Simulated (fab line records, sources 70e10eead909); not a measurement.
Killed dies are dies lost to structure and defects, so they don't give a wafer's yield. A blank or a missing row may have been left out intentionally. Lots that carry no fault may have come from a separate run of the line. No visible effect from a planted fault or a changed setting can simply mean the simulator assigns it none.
Matching of chambers	flow nand-harc	pecvd-04 running NHARC_A_M0_DEP_32: 3 sister chambers
The step deposits SiCN, target thk 30 nm. 22 wafers are shown with their chamber, then 11 later ones without.

WAFERS PAIRED WITH THEIR CHAMBERS
wafer	chamber	showerhead-vpp-V (V)	heater-power-w (W)
L076.1	1	1359	555
L076.4	0	1238	616
L076.6	1	1361	563
L080.3	2	1185	665
L080.4	2	1167	668
L080.5	0	1237	525
L083.1	1	1375	638
L083.3	2	1187	695
L083.5	0	1231	626
L087.1	2	1159	572
L087.2	1	1344	578
L087.4	2	1162	558
L085.1	2	1162	663
L085.3	1	1387	593
L085.5	0	1231	604
L089.3	2	1181	670
L089.4	2	1147	673
L089.5	0	1238	511
L092.1	2	1171	628
L092.4	0	1241	583
L092.5	1	1383	640
L094.1	0	1254	580

SIGNATURES, as means of the wafers listed above
reading	chamber 0	chamber 1	chamber 2	scatter within a chamber
showerhead-vpp-V	1238.57	1368.17	1169.00	12.8
heater-power-w	577.86	594.50	643.56	44.1
Rule: a wafer's distance from a chamber is the root of the sum, over the readings, of the square of ((its reading less the chamber's mean) divided by the reading's scatter). If the next closest chamber is less than 2 further off than the closest, the wafer can't be placed; otherwise it belongs to the closest. The scatter: take each reading less its chamber's mean, square it, sum over the shown wafers, divide by the number of wafers less the number of chambers, and take the root.

WAFERS WITHOUT THEIR CHAMBER
wafer	showerhead-vpp-V (V)	heater-power-w (W)
L094.2	1355	618
L094.5	1196	691
L094.3	1166	698
L094.4	1243	556
L094.6	1386	610
L093.2	1403	538
L093.4	1183	643
L093.6	1245	606
L097.1	1179	623
L097.4	1382	528
L097.5	1253	547

CHAMBER TAKEN BY EACH
wafer	from the rows above	in truth
L094.2	1	1
L094.5	can't be placed: 2 or 0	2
L094.3	2	2
L094.4	0	0
L094.6	1	1
L093.2	1	1
L093.4	2	2
L093.6	0	0
L097.1	2	2
L097.4	1	1
L097.5	0	0
Correct placement for 10 of the 11. Can't be placed from these rows: 1 (the true chamber is among the candidates in 1). Placed wrongly: 0.
